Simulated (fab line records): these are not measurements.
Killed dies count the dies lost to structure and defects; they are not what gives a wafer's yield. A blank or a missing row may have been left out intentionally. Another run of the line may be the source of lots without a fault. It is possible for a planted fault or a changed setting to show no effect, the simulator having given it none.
fab line records	flow n5_finfet
record lots=9	wafers=26	last_day=19
route steps=1938 shown FIN_SAQP@95 BEOL_M4@1111
lots that met no fault: taken from a fault-free run of the same line
start_h: the number of hours between the record's first day and the start of the first shown wafer of the lot	wait_h: hours elapsed since this lot's preceding step	" identical to the entry in the row above	L1.1+2: one row covering several wafers at once	- either no value or no given start	* or withheld: withheld	< > ~ a bound
route shown NAME@n: NAME is a module with steps in the file, n the number in the route of the first one	usual: mean and standard deviation over wafers with no fault	same: alike in all rows	chamber/n: place in a boat	sites: readings site by site	_std_site: the values' standard deviation	_edge_site: outer sites' mean less inner sites'	radius_mm: how far each site lies from the wafer's centre	mask NAME#n: copy n	behind: the tool/chamber that last shaped the wafer	hold: cause of the lot's hold/its duration in hours/its outcome	device: names the non-switching transistor (n, p or np)	end of line: at the end of the route, the tests of the same wafers	a step without rows: its recipe alone	killed: dies lost to structure and defects at the first sort, not the wafer's yield	map: a wafer's dies, marking killed ones x, the rest . and places with no die _
set.NAME: the setting as run; set.NAME@STEP: as run at that earlier step	model.NAME: the simulator's own value behind a step, which no gauge read
the route's steps for a sample of lots (tables are steps, rows are wafers)
services: when a tool's chamber went out of use (start_h, in hours from the record's first day, below 0 if earlier), for how many hours, and the reason
## steps
# step N5_FIN_SAQP_DENSIFY_62
# recipe temp_c=700	time_s=60	ambient=N2	idle_temp_c=600	ramp_up_c_per_s=150	ramp_down_c_per_s=60	cool_to_c=600
# usual lamp_power_pct=9.84/0.052	lamp_zone_2_pct=9.846/0.011	wafer_temp_C_max=703.3/0.59
lot.wafer	tool	chamber	start_h	wait_h	lamp_power_pct	lamp_zone_2_pct	wafer_temp_C_max
L181.1	rtp_anneal-01	0	20.39	0.2	9.85	9.854	703.4
L181.4	"	0	"	"	9.80	9.847	702.5
L181.6	"	0	"	"	9.91	9.841	703.0
L182.1	rtp_anneal-02	0	26.31	0.1	9.81	9.870	703.0
L182.2	"	0	"	"	9.83	9.853	702.4
L182.6	"	0	"	"	9.80	9.839	704.1
L183.3	rtp_anneal-02	0	32.83	0.4	9.85	9.864	703.3
L183.4	"	0	"	"	9.78	9.851	702.9
L183.6	"	0	"	"	9.81	9.849	702.7
L185.2	rtp_anneal-02	0	44.85	0.1	9.89	9.839	703.1
L185.3	"	0	"	"	9.78	9.854	703.7
L185.6	"	0	"	"	9.84	9.839	703.9
L186.1	rtp_anneal-02	0	50.86	0.2	9.90	9.845	702.9
L186.4	"	0	"	"	9.83	9.856	703.4
L186.6	"	0	"	"	9.91	9.850	703.6
L188.1	rtp_anneal-01	0	62.19	0.1	9.74	9.864	703.3
L188.2	"	0	"	"	9.86	9.858	702.6
L188.6	"	0	"	"	9.86	9.857	703.2
L193.2	rtp_anneal-02	0	95.63	0.1	9.95	9.810	704.1
L193.4	"	0	"	"	9.90	9.838	702.7
L193.5	"	0	"	"	9.76	9.860	703.7
L199.1	rtp_anneal-01	0	129.77	0.1	9.91	9.844	703.8
L199.2	"	0	"	"	9.75	9.845	703.1
L204.1	rtp_anneal-01	0	159.56	0.3	9.88	9.838	703.9
L204.5	"	0	"	"	9.90	9.832	703.1
L204.6	"	0	"	"	9.81	9.852	702.9
# step N5_FIN_SAQP_THK_MEAS_05
# usual thk_nm=38.0/0.44
lot.wafer	tool	chamber	start_h	wait_h	thk_nm
L181.1	film_metro-02	-	20.70	0.1	36.9
L181.4	"	-	"	"	38.2
L181.6	"	-	"	"	38.3
L182.1	film_metro-02	-	26.61	0.1	37.4
L182.2	"	-	"	"	38.0
L182.6	"	-	"	"	38.2
L183.3	film_metro-02	-	33.07	0.1	38.4
L183.4	"	-	"	"	37.8
L183.6	"	-	"	"	38.1
L185.2	film_metro-01	-	45.12	0.1	37.7
L185.3	"	-	"	"	37.2
L185.6	"	-	"	"	38.5
L186.1	film_metro-02	-	51.16	0.1	37.4
L186.4	"	-	"	"	38.4
L186.6	"	-	"	"	37.8
L188.1	film_metro-02	-	62.49	0.1	38.3
L188.2	"	-	"	"	37.6
L188.6	"	-	"	"	38.5
L193.2	film_metro-02	-	95.90	0.1	37.3
L193.4	"	-	"	"	38.1
L193.5	"	-	"	"	38.3
L199.1	film_metro-01	-	130.07	0.1	37.9
L199.2	"	-	"	"	37.7
L204.1	film_metro-02	-	159.87	0.1	37.6
L204.5	"	-	"	"	39.0
L204.6	"	-	"	"	38.3
# step N5_FIN_SAQP_ETCH_51
# recipe chemistry=CF4	target=SiARC	target_depth_a=455	mask_material=CAR-ArF	time_s=75.8	ion_energy_ev=80	pressure_mtorr=40	source_w=545	bias_w=36	Ar_flow_sccm=100	cf4_flow_sccm=100	ends=cleared
# usual drypump_motor_current_A=5.9/0.47	etch_rf_on_time_s=75.2/1.9	mfc_ar_sccm=99.9/0.32	oes_product_au=0.69/0.08	rf_vpp_V=184.2/1.1	showerhead_plenum_p_Torr=2.16/0.064	throttle_valve_pct=15.64/0.23
lot.wafer	tool	chamber	start_h	wait_h	drypump_motor_current_A	etch_rf_on_time_s	mfc_ar_sccm	oes_product_au	rf_hours_counter_h	rf_vpp_V	showerhead_plenum_p_Torr	throttle_valve_pct
L181.1	rie_diel-03	0	21.43	0.0	6.0	76.3	100.1	0.81	9	182.5	2.11	15.50
L181.4	"	0	"	"	6.0	76.2	100.0	0.81	-	182.7	2.11	15.52
L181.6	"	1	"	"	6.5	76.8	99.6	0.59	-	185.0	2.19	15.73
L182.1	rie_diel-05	1	27.31	0.0	6.2	77.2	99.7	0.59	225	182.8	2.12	15.82
L182.2	"	3	"	"	5.6	73.9	99.8	0.60	230	183.7	2.13	15.65
L182.6	"	2	"	"	5.6	72.2	99.6	0.69	-	184.9	2.24	15.70
L183.3	rie_diel-03	0	33.97	0.0	6.0	75.3	100.4	0.79	14	184.1	2.11	15.52
L183.4	"	1	"	"	6.5	76.7	100.2	0.58	247	183.4	2.19	15.75
L183.6	"	2	"	"	6.7	72.8	100.0	0.84	-	184.9	2.20	15.61
L185.2	rie_diel-05	2	45.95	0.0	5.6	73.2	99.4	0.68	143	184.3	2.24	15.69
L185.3	"	1	"	"	6.2	78.5	99.7	0.58	233	182.4	2.12	15.84
L185.6	"	1	"	"	6.2	78.8	100.3	0.58	-	183.4	2.12	15.85
L186.1	rie_diel-05	2	51.99	0.0	5.6	72.6	100.0	0.68	144	184.6	2.24	15.69
L186.4	"	0	"	"	5.4	75.3	99.7	0.83	1	184.5	2.21	15.42
L186.6	"	2	"	"	5.6	72.3	100.0	0.69	-	185.8	2.24	15.71
L188.1	rie_diel-01	2	63.31	0.0	5.4	76.3	99.8	0.63	163	185.3	2.22	15.65
L188.2	"	1	"	"	6.5	73.0	100.0	0.80	9	183.4	2.11	15.16
L188.6	"	0	"	"	6.2	78.1	99.7	0.68	-	182.8	2.07	15.64
L193.2	rie_diel-03	2	96.63	0.0	6.7	72.8	100.1	0.78	26	183.8	2.19	15.66
L193.4	"	3	"	"	5.6	76.9	99.5	0.59	210	184.1	2.21	16.12
L193.5	"	2	"	"	6.7	73.2	100.8	0.78	-	184.1	2.19	15.66
L199.1	rie_diel-03	0	130.77	0.0	6.0	119.3	99.9	0.63	54	181.8	2.10	15.59
L199.2	"	1	"	"	6.5	76.7	100.2	0.76	26	184.9	2.18	15.32
L204.1	rie_diel-05	2	160.70	0.0	5.6	72.1	99.5	0.66	186	185.5	2.22	15.79
L204.5	"	1	"	"	6.2	75.6	99.9	0.80	-	182.8	2.11	15.42
L204.6	"	2	"	"	5.6	71.6	99.4	0.66	-	185.7	2.22	15.78
# step N5_FIN_SAQP_ETCH_69
# recipe chemistry=N2/H2	target=SOC	target_depth_a=1500	stop_on=SiNx	ion_energy_ev=100	bias_w=61	pressure_mtorr=30	source_w=850	n2_flow_sccm=200	h2_flow_sccm=200
# usual drypump_motor_current_A=5.9/0.5	oes_product_au=0.81/0.081	rf_vpp_V=240.6/1.4	showerhead_plenum_p_Torr=2.54/0.089	throttle_valve_pct=17.78/0.24
lot.wafer	tool	chamber	start_h	wait_h	drypump_motor_current_A	oes_product_au	rf_hours_counter_h	rf_vpp_V	showerhead_plenum_p_Torr	throttle_valve_pct
L181.1	rie_diel-05	3	24.13	-	5.5	0.69	229	241.3	2.50	17.68
L181.4	"	2	"	"	5.6	0.79	-	243.4	2.67	17.88
L181.6	"	3	"	"	5.5	0.69	-	240.2	2.50	17.69
L182.1	rie_diel-01	2	30.16	-	5.4	0.74	151	241.6	2.65	17.81
L182.2	"	0	"	"	6.2	0.81	90	240.2	2.45	17.71
L182.6	"	0	"	"	6.2	0.80	-	238.9	2.46	17.71
L183.3	rie_diel-01	2	36.92	-	5.4	0.75	153	241.7	2.65	17.84
L183.4	"	2	"	"	5.4	0.74	-	242.2	2.65	17.82
L183.6	"	3	"	"	5.1	0.80	-	238.4	2.34	17.39
L185.2	rie_diel-05	2	49.40	-	5.7	0.78	144	241.5	2.66	17.89
L185.3	"	0	"	"	5.4	0.98	0	240.2	2.60	17.56
L185.6	"	3	"	"	5.5	0.68	-	240.4	2.50	17.71
L186.1	rie_diel-01	3	54.78	-	5.1	0.79	118	237.7	2.34	17.41
L186.4	"	2	"	"	5.4	0.73	160	240.0	2.64	17.85
L186.6	"	1	"	"	6.5	0.91	-	241.9	2.52	17.48
L188.1	rie_diel-05	3	66.32	-	5.6	0.68	244	240.6	2.50	17.71
L188.2	"	0	"	"	5.3	0.93	7	242.3	2.60	17.58
L188.6	"	1	"	"	6.2	0.68	-	240.6	2.49	17.89
L193.2	rie_diel-03	0	100.30	-	6.0	0.86	40	241.1	2.49	17.93
L193.4	"	1	"	"	6.5	0.91	12	242.1	2.60	17.51
L193.5	"	2	"	"	6.7	0.88	-	241.0	2.59	17.79
L199.1	rie_diel-05	2	133.56	-	5.6	0.76	173	241.5	2.65	17.94
L199.2	"	3	"	"	5.6	0.66	270	240.3	2.48	17.75
L204.1	rie_diel-03	1	163.46	-	6.5	0.86	38	242.5	2.59	17.57
L204.5	"	1	"	"	6.5	0.86	-	242.9	2.59	17.55
L204.6	"	0	"	"	6.0	0.83	-	240.4	2.48	17.97
# step N5_BEOL_M4_RC_MEAS_101
# usual DIBL_N=36.0/1.7	DIBL_P=36.2/1.9	IOFF_N=0.154/0.028	IOFF_P=0.21/0.036	ION_N=675/11	ION_P=463/8.3	SS_N=71.4/0.63	SS_P=73.2/0.55	VT_N=250.2/3	VT_P=-251/3.7
lot.wafer	tool	chamber	start_h	wait_h	DIBL_N[mV/V]	DIBL_P[mV/V]	IOFF_N[nA/um]	IOFF_P[nA/um]	ION_N[uA/um]	ION_P[uA/um]	SS_N[mV/dec]	SS_P[mV/dec]	VT_N[mV]	VT_P[mV]
L181.1	prober-02	0	192.80	0.0	37.5	37.4	0.178	0.29	673	469	71.7	73.6	248.0	-242
L181.4	"	0	"	"	34.2	33.4	0.133	0.23	672	475	70.0	73.3	251.1	-245
L181.6	"	0	"	"	36.4	35.8	0.157	0.26	666	468	71.2	73.5	253.0	-243
L182.1	prober-01	0	197.44	0.0	35.0	33.2	0.116	0.17	670	455	71.2	73.0	252.2	-252
L182.2	"	0	"	"	38.3	38.5	0.186	0.26	688	474	72.9	73.9	245.6	-247
L182.6	"	0	"	"	39.0	38.7	0.196	0.26	700	477	72.4	73.9	245.2	-246
L185.2	prober-02	0	239.69	0.2	37.7	38.6	0.180	0.23	685	477	71.5	73.7	249.5	-247
L185.3	"	0	"	"	38.0	38.8	0.185	0.23	679	467	72.4	73.4	246.9	-248
L185.6	"	0	"	"	34.4	34.9	0.128	0.17	671	462	71.1	72.3	252.7	-250
L186.1	prober-01	0	262.57	0.0	38.5	40.8	0.191	0.23	689	469	71.7	73.7	247.8	-248
L186.4	"	0	"	"	34.9	36.2	0.124	0.17	654	455	71.2	73.0	255.7	-254
L186.6	"	0	"	"	37.2	39.1	0.178	0.20	700	465	71.2	74.1	246.3	-252
L188.1	prober-01	0	269.35	0.0	36.9	37.4	0.154	0.20	673	455	71.7	73.4	252.1	-252
L188.2	"	0	"	"	35.5	35.5	0.126	0.18	660	455	72.1	72.6	252.8	-252
L188.6	"	0	"	"	36.7	36.4	0.142	0.18	670	455	71.4	73.1	250.3	-254
L193.2	prober-02	0	300.37	0.2	35.6	36.0	0.124	0.18	651	450	71.6	72.4	252.7	-252
L193.4	"	0	"	"	37.3	38.0	0.157	0.21	668	456	72.5	72.9	251.6	-251
L193.5	"	0	"	"	38.7	38.1	0.185	0.22	668	457	72.8	73.2	248.1	-249
L183.3	prober-01	0	307.21	0.3	34.5	35.1	0.143	0.19	664	458	71.8	73.2	250.0	-254
L183.4	"	0	"	"	36.8	38.3	0.181	0.23	683	470	71.7	74.0	249.0	-251
L183.6	"	0	"	"	37.0	39.3	0.202	0.26	688	469	72.3	73.5	244.7	-247
L199.1	prober-02	0	339.42	0.0	37.2	37.0	0.177	0.23	681	468	71.8	73.7	250.5	-249
L199.2	"	0	"	"	39.3	38.5	0.221	0.26	682	466	72.9	73.6	246.6	-246
L204.1	prober-02	0	347.04	0.0	36.1	36.9	0.145	0.21	660	455	71.4	73.0	253.2	-253
L204.5	"	0	"	"	35.9	34.8	0.148	0.19	662	456	71.4	72.7	252.0	-252
L204.6	"	0	"	"	37.9	39.6	0.192	0.25	697	471	72.3	73.9	247.7	-249
## services
tool	chamber	start_h	hours	kind
rie_diel-01	2	0.25	4.0	repair
rie_diel-03	3	3.77	3.7	repair
rie_diel-03	2	16.37	-	clean
rie_diel-03	2	16.37	-	consumable_replace:focus_ring
rie_diel-03	2	16.37	14.0	scheduled_down
rie_diel-01	3	22.47	13.9	repair
rie_diel-05	0	23.53	-	clean
rie_diel-05	0	23.53	-	consumable_replace:focus_ring
rie_diel-05	0	23.53	21.8	scheduled_down
rie_diel-05	0	23.53	21.8	vent_cycle
rtp_anneal-01	-	36.25	1.1	pm
rie_diel-05	2	60.15	2.0	repair
rtp_anneal-02	-	65.01	4.9	pm
rie_diel-05	1	84.10	21.9	repair
rie_diel-05	3	96.30	1.8	repair
rie_diel-05	2	100.11	16.3	repair
rie_diel-05	1	116.46	-	clean
rie_diel-05	1	116.46	-	consumable_replace:focus_ring
rie_diel-05	3	119.45	6.4	repair
rie_diel-05	3	134.83	-	clean
rie_diel-05	3	134.83	-	consumable_replace:focus_ring
rie_diel-05	3	134.83	29.9	scheduled_down
rie_diel-05	3	134.83	29.9	vent_cycle
rie_diel-03	2	157.49	2.7	repair
## key
first_sign step=N5_FIN_SAQP_ETCH_51	reading=etch_rf_on_time_s	direction=up	sigmas=23	usual=*	struck=*
effect none on later readings
met_at N5_FIN_SAQP_ETCH_51
struck_lots L199
struck_wafers L199.1
not_acting_at N5_FIN_SAQP_DENSIFY_62,N5_FIN_SAQP_THK_MEAS_05,N5_FIN_SAQP_ETCH_69
onset_between 96.63 130.77
fault kind=process_parameter_drift	tool=rie_diel-03	chamber=-	onset_h=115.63	steps=N5_FIN_SAQP_ETCH_51	channel=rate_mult	offset=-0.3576	shape=step	end_h=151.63	scope=struck_wafers_only
